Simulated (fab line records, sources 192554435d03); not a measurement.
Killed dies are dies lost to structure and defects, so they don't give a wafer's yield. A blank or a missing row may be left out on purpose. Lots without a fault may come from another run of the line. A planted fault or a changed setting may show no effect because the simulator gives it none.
fab line records | flow n5_finfet
record lots=10 wafers=30 last_day=18
route steps=1938 shown HKMG_FIN@399 BEOL_M4@1111
lots that met no fault: from a run of the same line without faults
start_h: hours from the record's first day to the start of the lot's first wafer shown | wait_h: hours since the lot's step before | " the same as in the row above | L1.1+2: a row that stands for several wafers | - no value, or no start given | * or withheld: withheld | < > ~ a bound
route shown NAME@n: a module of which the file shows steps, and the number in the route of the first | usual: mean/standard deviation of fault-free wafers | same: alike in all rows | chamber/n: place in a boat | sites: the reading at each site | _std_site: their standard deviation | _edge_site: outer sites' mean less inner sites' | radius_mm: how far each site lies from the wafer's centre | mask NAME#n: copy n | behind: the tool/chamber that last shaped the wafer | hold: why the lot was held/for how many hours/how that ended | device: the transistor (n, p or np) that didn't switch | end of line: the same wafers' tests at the end of the route | a step without rows: its recipe alone | killed: dies lost to structure and defects at the first sort, not the wafer's yield | map: a wafer's dies, x killed, . not, _ none there
set.NAME: the setting as run; set.NAME@STEP: as run at that earlier step | model.NAME: the simulator's own value behind a step, which no gauge read
steps of the route over a sample of lots; a table a step, a row a wafer
services: from which hour (start_h, from the record's first day; less than 0 if before it) a tool's chamber was out of use, for how many hours, and why
## steps
# step N5_HKMG_FIN_OVL_MEAS_50
# recipe points_per_wafer=44
# usual NDIPOLE_OVL=0.5/0.74
# columns lot.wafer tool chamber start_h wait_h NDIPOLE_OVL[nm]
L744.1 overlay-02 0 86.10 0.0 0.9
L744.4 " 0 " " 1.0
L744.6 " 0 " " 0.0
L745.2 overlay-02 0 93.86 0.0 0.8
L745.5 " 0 " " 0.6
L745.6 " 0 " " 0.1
L746.1 overlay-02 0 100.09 0.0 -0.5
L746.3 " 0 " " 0.2
L746.5 " 0 " " 0.0
L747.1 overlay-01 0 105.42 0.0 0.5
L747.2 " 0 " " 0.6
L747.4 " 0 " " 0.0
L750.2 overlay-01 0 122.21 0.0 0.8
L750.4 " 0 " " 0.2
L750.6 " 0 " " 1.1
L756.2 overlay-01 0 157.81 0.0 0.2
L756.3 " 0 " " 0.5
L756.5 " 0 " " 0.3
L757.1 overlay-02 0 167.30 0.0 0.8
L757.2 " 0 " " -0.4
L757.4 " 0 " " 0.2
L758.3 overlay-01 0 169.85 0.0 1.4
L758.4 " 0 " " 1.8
L758.6 " 0 " " 0.6
L761.2 overlay-02 0 185.84 0.0 0.9
L761.5 " 0 " " 1.5
L761.6 " 0 " " 1.0
L765.1 overlay-02 0 208.71 0.0 -1.3
L765.2 " 0 " " 0.1
L765.6 " 0 " " -1.4
# step N5_HKMG_FIN_INSPECT_61
# recipe mode=adi inspect_instrument=macro
# usual raw_defect_count=2.0/1.4
# columns lot.wafer tool chamber start_h wait_h raw_defect_count
L744.1 defect_inspect-01 - 86.12 0.0 4
L744.4 " - " " 3
L744.6 " - " " 1
L745.2 defect_inspect-02 - 93.88 0.0 3
L745.5 " - " " 1
L745.6 " - " " 4
L746.1 defect_inspect-02 - 100.11 0.0 3
L746.3 " - " " 0
L746.5 " - " " 0
L747.1 defect_inspect-01 - 105.45 0.0 2
L747.2 " - " " 2
L747.4 " - " " 1
L750.2 defect_inspect-02 - 122.23 0.0 2
L750.4 " - " " 1
L750.6 " - " " 2
L756.2 defect_inspect-02 - 157.83 0.0 5
L756.3 " - " " 1
L756.5 " - " " 1
L757.1 defect_inspect-02 - 167.32 0.0 1
L757.2 " - " " 3
L757.4 " - " " 2
L758.3 defect_inspect-02 - 169.87 0.0 2
L758.4 " - " " 1
L758.6 " - " " 0
L761.2 defect_inspect-02 - 185.87 0.0 3
L761.5 " - " " 2
L761.6 " - " " 2
L765.1 defect_inspect-02 - 208.74 0.0 2
L765.2 " - " " 0
L765.6 " - " " 2
# step N5_HKMG_FIN_DESCUM_53
# recipe chemistry=O2 time_s=7.9 source_power_w=50 bias_power_w=20 pressure_mtorr=20 rf_frequency_hz=2.712e+07 temp_c=40 resist=CAR-ArF o2_flow_sccm=225
# usual drypump_motor_current_A=5.8/0.46 oes_product_au=0.80/0.1 rf_fwd_power_W=49.2/0.3 rf_vpp_V=243.4/1 showerhead_plenum_p_Torr=2.11/0.053 throttle_valve_pct=20.45/0.25
# columns lot.wafer tool chamber start_h wait_h drypump_motor_current_A oes_product_au rf_fwd_power_W rf_hours_counter_h rf_vpp_V showerhead_plenum_p_Torr throttle_valve_pct
L744.1 rie_diel-01 2 86.24 0.1 5.3 0.71 48.6 204 243.2 2.06 20.54
L744.4 " 1 " " 6.4 0.90 49.0 34 244.0 2.12 19.92
L744.6 " 2 " " 5.3 0.72 48.6 - 243.5 2.06 20.53
L745.2 rie_diel-06 0 93.92 0.0 5.1 0.83 49.2 106 244.3 2.17 20.22
L745.5 " 0 " " 5.2 0.82 49.1 - 244.5 2.17 20.23
L745.6 " 1 " " 6.0 0.98 49.4 - 244.8 2.25 20.23
L746.1 rie_diel-03 0 100.24 0.1 5.9 0.68 49.0 250 242.5 2.15 20.87
L746.3 " 1 " " 6.0 0.93 49.3 8 242.7 2.05 20.34
L746.5 " 0 " " 5.9 0.69 49.2 - 243.8 2.15 20.86
L747.1 rie_diel-01 1 105.81 0.4 6.4 0.90 49.0 41 243.4 2.12 19.94
L747.2 " 0 " " 6.7 0.70 50.1 228 242.9 2.16 20.72
L747.4 " 3 " " 5.5 0.73 49.2 197 243.9 2.08 20.57
L750.2 rie_diel-01 3 122.40 0.2 5.5 0.72 49.4 203 242.3 2.08 20.57
L750.4 " 1 " " 6.4 0.88 48.6 48 243.0 2.11 19.95
L750.6 " 1 " " 6.4 0.89 48.6 - 242.7 2.11 19.96
L756.2 rie_diel-03 0 157.87 0.0 5.9 0.96 49.5 8 243.3 2.14 20.47
L756.3 " 1 " " 6.0 0.87 49.6 36 242.0 2.04 20.40
L756.5 " 0 " " 5.9 0.97 49.4 - 244.0 2.14 20.46
L757.1 rie_diel-06 2 167.36 0.0 5.5 0.68 49.3 244 244.6 2.14 20.70
L757.2 " 0 " " 5.2 0.79 49.3 130 243.9 2.16 20.26
L757.4 " 1 " " 6.1 0.90 49.4 29 245.3 2.25 20.29
L758.3 rie_diel-03 0 169.91 0.0 5.9 0.95 49.4 13 244.0 2.14 20.48
L758.4 " 3 " " 5.7 0.99 48.8 3 242.2 2.05 20.00
L758.6 " 3 " " 5.8 0.98 48.9 - 242.6 2.05 20.03
L761.2 rie_diel-01 1 186.07 0.2 6.4 0.85 48.7 72 244.3 2.11 19.99
L761.5 " 3 " " 5.5 0.71 49.4 - 243.5 2.07 20.61
L761.6 " 1 " " 6.4 0.85 48.9 - 244.3 2.11 19.98
L765.1 rie_diel-01 0 209.00 0.3 6.7 0.94 49.4 8 244.7 2.15 20.28
L765.2 " 3 " " 5.4 0.70 49.2 235 241.8 2.07 20.61
L765.6 " 3 " " 5.5 0.70 49.6 - 243.1 2.07 20.61
# step N5_HKMG_FIN_CVD_62
# recipe material=a-Si target_thk_a=30 temp_c=500 precursor=Si2H6 pressure_torr=1 time_s=20.8
# usual heater_power_w=1300/170 susceptor_temp_C=500.00/0.22
# columns lot.wafer tool chamber start_h wait_h heater_power_w susceptor_temp_C
L744.1 thermal_cvd_si-01 2 87.96 0.2 1659 499.75
L744.4 " 1 " " 1233 499.81
L744.6 " 0 " " 1335 500.41
L745.2 thermal_cvd_si-02 1 95.64 0.2 1152 500.14
L745.5 " 2 " " 1249 500.01
L745.6 " 1 " " 1168 499.92
L746.1 thermal_cvd_si-01 1 101.97 0.2 1258 500.06
L746.3 " 0 " " 1336 499.85
L746.5 " 1 " " 1210 500.36
L747.1 thermal_cvd_si-02 2 107.54 0.2 1225 500.06
L747.2 " 0 " " 1177 500.04
L747.4 " 0 " " 1177 499.75
L750.2 thermal_cvd_si-01 2 124.16 0.2 1625 499.83
L750.4 " 2 " " 1689 499.80
L750.6 " 0 " " 1336 499.87
L756.2 thermal_cvd_si-01 2 159.70 0.2 1365 462.57
L756.3 " 1 " " 1230 499.80
L756.5 " 0 " " 1302 499.90
L757.1 thermal_cvd_si-02 0 169.08 0.2 1185 499.84
L757.2 " 1 " " 1170 500.15
L757.4 " 1 " " 1143 499.96
L758.3 thermal_cvd_si-01 1 171.63 0.2 1237 500.00
L758.4 " 0 " " 1316 500.05
L758.6 " 2 " " 1346 462.40
L761.2 thermal_cvd_si-02 0 187.80 0.2 1155 500.20
L761.5 " 0 " " 1189 499.66
L761.6 " 1 " " 1160 500.06
L765.1 thermal_cvd_si-02 0 210.72 0.2 1151 500.07
L765.2 " 2 " " 1230 500.04
L765.6 " 2 " " 1247 500.00
# step N5_BEOL_M4_RC_MEAS_101
# usual DIBL_N=36.0/1.7 DIBL_P=36.0/2 EOT_N=10.53/0.094 EOT_P=10.48/0.094 IOFF_N=0.156/0.028 IOFF_P=0.21/0.04 ION_N=673/12 ION_P=463/8.3 SS_N=71.4/0.6 SS_P=73.3/0.66 VT_N=250/3 VT_P=-250/3.8
# columns lot.wafer tool chamber start_h wait_h DIBL_N[mV/V] DIBL_P[mV/V] EOT_N EOT_P IOFF_N[nA/um] IOFF_P[nA/um] ION_N[uA/um] ION_P[uA/um] SS_N[mV/dec] SS_P[mV/dec] VT_N[mV] VT_P[mV]
L744.1 prober-02 0 169.30 0.0 35.8 35.5 10.45 10.40 0.155 0.16 674 460 72.5 73.2 250 -257
L744.4 " 0 " " 38.5 39.1 10.43 10.30 0.207 0.22 680 454 72.3 74.7 248 -251
L744.6 " 0 " " 35.0 35.3 10.43 10.36 0.146 0.17 668 454 70.5 73.0 248 -256
L745.2 prober-02 0 179.55 0.5 36.9 36.3 10.44 10.30 0.167 0.18 677 461 71.3 73.6 250 -254
L745.5 " 0 " " 36.9 35.9 10.61 10.47 0.153 0.18 660 448 71.9 73.7 255 -255
L745.6 " 0 " " 34.7 34.3 10.62 10.43 0.123 0.16 672 457 70.7 72.6 254 -254
L746.1 prober-01 0 181.50 0.0 36.4 39.0 10.67 10.49 0.167 0.26 684 469 72.0 73.6 249 -245
L746.3 " 0 " " 35.6 36.4 10.70 10.40 0.153 0.22 667 466 71.8 72.4 253 -247
L746.5 " 0 " " 35.0 36.8 10.62 10.53 0.141 0.21 660 462 70.9 73.0 251 -249
L747.1 prober-01 0 190.45 0.0 34.8 33.7 10.53 10.43 0.118 0.18 652 454 71.3 73.1 255 -252
L747.2 " 0 " " 37.8 38.1 10.65 10.58 0.169 0.24 669 465 72.4 73.7 250 -246
L747.4 " 0 " " 35.3 34.2 10.50 10.39 0.136 0.18 672 463 71.1 72.9 250 -252
L750.2 prober-02 0 208.03 0.2 36.1 35.1 10.47 10.49 0.155 0.20 669 462 71.7 73.6 252 -251
L750.4 " 0 " " 36.3 35.6 10.49 10.46 0.168 0.22 681 465 70.9 73.2 248 -247
L750.6 " 0 " " 36.6 35.9 10.57 10.53 0.159 0.22 673 461 71.8 74.5 251 -250
L756.2 prober-01 0 245.12 0.2 36.3 35.6 11.01 11.03 0.151 0.23 652 460 70.9 73.5 253 -249
L756.3 " 0 " " 37.3 36.9 10.65 10.45 0.182 0.23 684 472 71.4 72.7 249 -248
L756.5 " 0 " " 37.1 37.1 10.68 10.52 0.174 0.24 688 467 71.6 73.9 249 -248
L757.1 prober-02 0 254.02 0.0 38.0 39.2 10.59 10.45 0.202 0.22 691 464 72.0 74.4 245 -251
L757.2 " 0 " " 36.2 36.7 10.43 10.41 0.174 0.19 681 458 71.3 73.9 248 -252
L757.4 " 0 " " 33.9 34.5 10.54 10.60 0.133 0.16 667 457 70.4 73.4 251 -256
L758.3 prober-02 0 263.12 0.3 38.2 39.8 10.41 10.61 0.180 0.26 676 466 71.8 73.4 248 -246
L758.4 " 0 " " 37.0 38.4 10.60 10.57 0.150 0.23 660 456 71.2 73.9 251 -247
L758.6 " 0 " " 35.4 37.1 11.06 10.96 0.133 0.22 657 458 71.1 73.2 252 -248
L761.2 prober-02 0 289.62 0.2 34.4 34.3 10.51 10.40 0.118 0.18 667 462 70.8 72.6 256 -251
L761.5 " 0 " " 35.9 36.0 10.43 10.39 0.145 0.21 662 456 71.1 73.1 250 -251
L761.6 " 0 " " 34.5 33.9 10.49 10.48 0.125 0.18 662 463 71.1 72.5 252 -252
L765.1 prober-02 0 312.58 0.0 36.8 37.8 10.42 10.35 0.184 0.23 694 471 71.0 73.2 246 -249
L765.2 " 0 " " 36.1 37.0 10.42 10.35 0.167 0.21 684 464 71.1 72.9 248 -251
L765.6 " 0 " " 36.3 36.7 10.43 10.38 0.166 0.21 680 459 71.8 73.4 247 -253
## services
# columns tool chamber start_h hours kind
rie_diel-06 2 78.60 4.3 repair
rie_diel-01 3 80.46 4.2 repair
rie_diel-03 2 91.31 7.1 repair
rie_diel-03 2 98.71 - clean
rie_diel-03 2 98.71 - consumable_replace:focus_ring
rie_diel-03 2 98.71 21.3 scheduled_down
rie_diel-03 2 98.71 21.3 vent_cycle
thermal_cvd_si-02 1 102.12 52.3 repair
rie_diel-03 - 111.30 2.4 repair
rie_diel-03 0 120.24 - clean
rie_diel-03 0 120.24 - consumable_replace:focus_ring
rie_diel-03 0 120.24 20.2 scheduled_down
rie_diel-06 1 132.23 6.0 repair
rie_diel-06 0 133.63 5.5 repair
rie_diel-06 - 139.31 0.5 repair
rie_diel-06 3 155.87 5.8 repair
rie_diel-01 0 167.59 - clean
rie_diel-01 0 167.59 - consumable_replace:focus_ring
rie_diel-01 0 167.59 20.5 scheduled_down
rie_diel-01 0 167.59 20.5 vent_cycle
rie_diel-01 2 210.24 - clean
rie_diel-01 2 210.24 - consumable_replace:focus_ring
rie_diel-01 2 210.24 15.4 scheduled_down
rie_diel-01 2 210.24 15.4 vent_cycle
## key
first_sign step=N5_HKMG_FIN_CVD_62 reading=susceptor_temp_C direction=down sigmas=99+ usual=* struck=*
effect step=N5_BEOL_M4_RC_MEAS_101 reading=EOT_P direction=up sigmas=5.4 usual=10.48 struck=10.99
effect step=N5_BEOL_M4_RC_MEAS_101 reading=EOT_N direction=up sigmas=5.3 usual=10.53 struck=11.03
met_at N5_HKMG_FIN_CVD_62
struck_lots L756,L758
struck_wafers L756.2,L758.6
not_acting_at N5_HKMG_FIN_OVL_MEAS_50,N5_HKMG_FIN_INSPECT_61,N5_HKMG_FIN_DESCUM_53
onset_between 124.16 159.70
fault kind=process_parameter_drift tool=thermal_cvd_si-01 chamber=2 onset_h=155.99 steps=N5_HKMG_FIN_CVD_62 channel=temp_c offset=* shape=step end_h=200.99 stated=*
